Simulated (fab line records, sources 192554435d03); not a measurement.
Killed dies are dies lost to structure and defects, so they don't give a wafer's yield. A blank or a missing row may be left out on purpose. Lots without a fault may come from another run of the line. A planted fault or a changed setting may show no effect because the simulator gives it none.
Chamber matching | flow n5_finfet | N5_MOL_CONTACT_COAG_ALD_20 on ald_metal-02: 4 sister chambers
The step deposits TiN, target thk 1.5 nm, pulse time 1 s, purge time 3 s. 24 wafers are shown with their chamber, then 12 later ones without.

WAFERS WITH THEIR CHAMBER
wafer  | chamber | heater_power_w (W) | precursor_pulse_height_rel
L075.1 | 0       | 901                | 1.030
L075.2 | 2       | 884                | 0.998
L075.3 | 1       | 742                | 0.988
L076.1 | 3       | 895                | 1.006
L076.2 | 1       | 744                | 0.995
L076.4 | 2       | 877                | 1.005
L077.2 | 1       | 736                | 0.998
L077.3 | 3       | 894                | 1.053
L077.5 | 3       | 910                | 1.005
L082.1 | 0       | 887                | 1.008
L082.2 | 2       | 888                | 0.980
L082.6 | 3       | 873                | 1.018
L084.1 | 1       | 725                | 1.005
L084.2 | 0       | 867                | 0.971
L084.6 | 2       | 879                | 1.005
L085.1 | 2       | 885                | 1.006
L085.5 | 1       | 726                | 0.999
L085.6 | 2       | 885                | 1.000
L089.1 | 0       | 886                | 1.012
L089.3 | 3       | 892                | 1.002
L089.4 | 1       | 741                | 1.007
L088.1 | 0       | 889                | 1.020
L088.4 | 1       | 736                | 0.988
L088.5 | 3       | 895                | 1.003

SIGNATURES (means of the wafers above)
reading                    | chamber 0 | chamber 1 | chamber 2 | chamber 3 | scatter within a chamber
heater_power_w             | 886.00    | 735.71    | 883.00    | 893.17    | 9.29
precursor_pulse_height_rel | 1.00820   | 0.99714   | 0.99900   | 1.01450   | 0.0155
Rule: a wafer's distance from a chamber is the root of the sum, over the readings, of the square of ((its reading less the chamber's mean) divided by the reading's scatter). The wafer belongs to the nearest chamber; if the next one is less than 2 further off, it can't be placed. The scatter: the root of (the sum of the squares of (reading less its chamber's mean) over the shown wafers, divided by (wafers less chambers)).

WAFERS WITHOUT THEIR CHAMBER
wafer  | heater_power_w (W) | precursor_pulse_height_rel
L090.3 | 891                | 0.983
L090.5 | 752                | 1.001
L090.6 | 882                | 0.972
L091.1 | 871                | 1.011
L091.4 | 736                | 0.985
L091.5 | 886                | 1.011
L094.1 | 872                | 0.976
L094.2 | 726                | 1.022
L094.6 | 925                | 0.989
L095.3 | 895                | 1.019
L095.5 | 866                | 1.003
L095.6 | 886                | 1.015

WHICH CHAMBER EACH WENT THROUGH
wafer  | from the rows above          | in truth
L090.3 | can't be placed: 2 or 0 or 3 | 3
L090.5 | 1                            | 1
L090.6 | can't be placed: 2 or 0 or 3 | 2
L091.1 | can't be placed: 2 or 0 or 3 | 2
L091.4 | 1                            | 1
L091.5 | can't be placed: 0 or 3 or 2 | 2
L094.1 | can't be placed: 2 or 0 or 3 | 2
L094.2 | 1                            | 1
L094.6 | can't be placed: 3 or 0 or 2 | 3
L095.3 | can't be placed: 3 or 0 or 2 | 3
L095.5 | can't be placed: 2 or 0 or 3 | 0
L095.6 | can't be placed: 0 or 3 or 2 | 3
Placed correctly: 3 of 12. Can't be placed from these rows: 9 (the true chamber is among the candidates in 9). Placed wrongly: 0.
